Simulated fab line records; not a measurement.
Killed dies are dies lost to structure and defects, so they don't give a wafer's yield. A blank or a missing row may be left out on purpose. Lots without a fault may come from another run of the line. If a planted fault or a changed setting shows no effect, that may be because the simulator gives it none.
Chamber matching + flow n5 finfet + N5_GATE_CUT_CMP_23 on cmp-04: 4 sister chambers
The step polishes, stops on SiO2, t overpolish 23.4 s, target thk 16 nm. 4 wafers are shown with their chamber, then 11 later ones without.

## WAFERS WITH THEIR CHAMBER
| wafer  | chamber | motor current A (A) |
|--------|---------|---------------------|
| L089.4 | 0       | 9.1                 |
| L089.5 | 2       | 9.2                 |
| L089.6 | 1       | 8.8                 |
| L092.4 | 3       | 8.6                 |

## WAFERS WITH NO CHAMBER GIVEN
| wafer  | motor current A (A) |
|--------|---------------------|
| L092.5 | 9.4                 |
| L092.6 | 9.3                 |
| L092.1 | 9.1                 |
| L092.2 | 8.9                 |
| L092.3 | 9.1                 |
| L093.1 | 9.7                 |
| L093.3 | 8.5                 |
| L093.5 | 8.9                 |
| L096.1 | 9.2                 |
| L096.3 | 8.3                 |
| L096.4 | 9.5                 |

## EACH ONE'S CHAMBER
| wafer  | from the rows above               | in truth |
|--------|-----------------------------------|----------|
| L092.5 | can't be placed: 2 or 0 or 1      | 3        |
| L092.6 | can't be placed: 2 or 0 or 1      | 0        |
| L092.1 | can't be placed: 0 or 2 or 1      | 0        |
| L092.2 | can't be placed: 1 or 0 or 2 or 3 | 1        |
| L092.3 | can't be placed: 0 or 2 or 1      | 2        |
| L093.1 | can't be placed: 2 or 0 or 1      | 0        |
| L093.3 | can't be placed: 3 or 1           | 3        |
| L093.5 | can't be placed: 1 or 0 or 2 or 3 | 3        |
| L096.1 | can't be placed: 2 or 0 or 1      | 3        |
| L096.3 | can't be placed: 3 or 1           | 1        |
| L096.4 | can't be placed: 2 or 0 or 1      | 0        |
Placed correctly: 0 of 11. Can't be placed from these rows: 11 (the true chamber is among the candidates in 9). Number placed wrongly: 0.
How it was worked out, from the rows above alone: a wafer's distance from a chamber is the root of the sum, over the readings, of the square of ((its reading less the chamber's mean) divided by the reading's scatter). The wafer belongs to the nearest chamber; if the next one is less than 2 further off, it can't be placed. The mean given for a chamber averages the wafers shown for that chamber. The scatter: root of mean squared gap, hidden wafer to nearest shown wafer, with one shown wafer a chamber.
